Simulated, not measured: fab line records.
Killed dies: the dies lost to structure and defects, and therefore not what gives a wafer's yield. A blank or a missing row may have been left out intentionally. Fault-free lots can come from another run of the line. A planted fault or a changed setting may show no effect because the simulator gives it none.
A struck lot beside a sound one / flow n5Finfet / 18 out of 1938 route steps
Sound: the wafers L222.4, L222.5, L222.6. Struck: wafer L224.3 (L224.1, L224.6, from the same lot, were not struck and are left out); the cause is given at the end.
Each step with rows lists, per side, the tool, then ch with its chambers, then its first start. Under that, the readings that differ: sound wafers / struck wafers / difference of the means / sigmas: that difference in standard deviations of wafers without a fault.
alike: readings whose means differ by less than 2 such deviations, and words and numbers that are the same on both sides. not compared: withheld readings, readings that some wafer has no value for, bounds like >300 that may hide the same value, and numbers for which the record gives no deviation and whose values overlap.
A row with sigmas, a row that says differs or no value, or rows on one side alone: a step with any of these is where the two part. When numbers do not overlap yet have no deviation, they are printed without sigmas and do not part them. Lack of a reading on every wafer of one side parts them only where that side has two or more wafers.

first, 6 steps without rows for these wafers: N5_BEOL_M6_COAT_22 (resist thk 30 nm); N5_BEOL_M6_EBR_24; N5_BEOL_M6_SOFTBAKE_23 (time 60 s); N5_BEOL_M6_EXPOSE_25 (exposes mask V5, target cd 40 nm); N5_BEOL_M6_PEB_26 (peb time 60 s); N5_BEOL_M6_DEVELOP_27 (develop time 30 s).
N5_BEOL_M6_CD_MEAS_28: target cd 40 nm.
  sound on cdSem-03 ch 0, day 10 20:32; struck on cdSem-02 ch 0, day 11 19:56
  alike: cdNm
N5_BEOL_M6_OVL_MEAS_29:
  sound on overlay-02 ch 0, day 10 20:35; struck on overlay-01 ch 0, day 11 19:58
  alike: V5_OVL
N5_BEOL_M6_INSPECT_30: inspects for defects (brightfield).
  sound on defectInspect-01, day 10 20:38; struck on defectInspect-02, day 11 20:01
  alike: rawDefectCount
N5_BEOL_M6_DESCUM_33: chemistry O2, time 7 s.
  sound on rieDiel-04 ch 0,2,3, day 10 20:40; struck on rieDiel-04 ch 2, day 11 20:04
  alike: biasPowerW, drypumpMotorCurrentA, o2FlowSccm, oesProductAu, rfFwdPowerW, rfVppV, showerheadPlenumPTorr, throttleValvePct
  not compared: rfHoursCounterH
N5_BEOL_M6_ETCH_72: etches underlayer in N2/H2, target depth 6.5 nm, time 5.2 s.
  sound on rieDiel-04 ch 0,2,3, day 10 20:41; struck on rieDiel-04 ch 2, day 11 20:05
  alike: drypumpMotorCurrentA, etchRfOnTimeS, oesProductAu, rfFwdPowerW, rfVppV, showerheadPlenumPTorr, throttleValvePct
  not compared: rfHoursCounterH
N5_BEOL_M6_ETCH_65: etches SiARC in CF4, target depth 15.6 nm, time 26 s.
  sound on rieDiel-04 ch 0,2,3, day 10 20:43; struck on rieDiel-04 ch 2, day 11 20:07
  alike: drypumpMotorCurrentA, etchRfOnTimeS, oesProductAu, rfFwdPowerW, rfVppV, showerheadPlenumPTorr, throttleValvePct
  not compared: rfHoursCounterH
N5_BEOL_M6_ETCH_66: etches SOC in N2/H2, target depth 80 nm, overetch 16 nm, time 120 s.
  sound on rieDiel-04 ch 0,2,3, day 10 20:44; struck on rieDiel-04 ch 2, day 11 20:08
reading=rfFwdPowerW (W); sound=832.3 839.8 833.3; struck=635.5; difference=-199.6; sigmas=-71
reading=rfVppV (V); sound=523.1 522.8 525.4; struck=574.4; difference=+50.6; sigmas=+23
reading=model.SiARC_of_BEOL_M6_COAT_64.thkNm (nm); sound=6.2 6.4 6.4; struck=7.2; difference=+0.9; sigmas=
reading=model.BEOL_M6.cdNm (nm); sound=40.4 40 40; struck=39.6; difference=-0.5; sigmas=
  alike: drypumpMotorCurrentA, oesProductAu, showerheadPlenumPTorr, throttleValvePct
  not compared: rfHoursCounterH
then, 2 steps without rows for these wafers: N5_BEOL_M6_STRIP_69 (strips in N2/H2); N5_BEOL_M6_STRIP_73 (strips in N2/H2).
N5_BEOL_M6_VIA_ETCH_34: etches SiCOH lowk in C4F6/O2, target depth 126.3 nm, time 50.9 s.
  sound on rieDiel-04 ch 0,2,3, day 10 20:50; struck on rieDiel-04 ch 2, day 11 20:14
  alike: drypumpMotorCurrentA, oes_o_777_au, oesProductAu, rfFwdPowerW, rfVppV, showerheadPlenumPTorr, throttleValvePct
  not compared: rfHoursCounterH, model.BEOL_M6.cdNm
then, 1 step without rows for these wafers: N5_BEOL_M6_STRIP_76 (strips in C4F6/O2).
N5_PASSIVATION_PROBE_49:
  rows exist in the record for the sound wafers here (prober-02, day 14 11:10), none for the struck ones

## WHERE THEY PART
Last at N5_PASSIVATION_PROBE_49 as far as this record goes, first at N5_BEOL_M6_ETCH_66.

WHY: the cause the simulator had injected
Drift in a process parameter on rieDiel-04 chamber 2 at N5_BEOL_M6_ETCH_66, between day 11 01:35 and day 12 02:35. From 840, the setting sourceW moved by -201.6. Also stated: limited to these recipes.
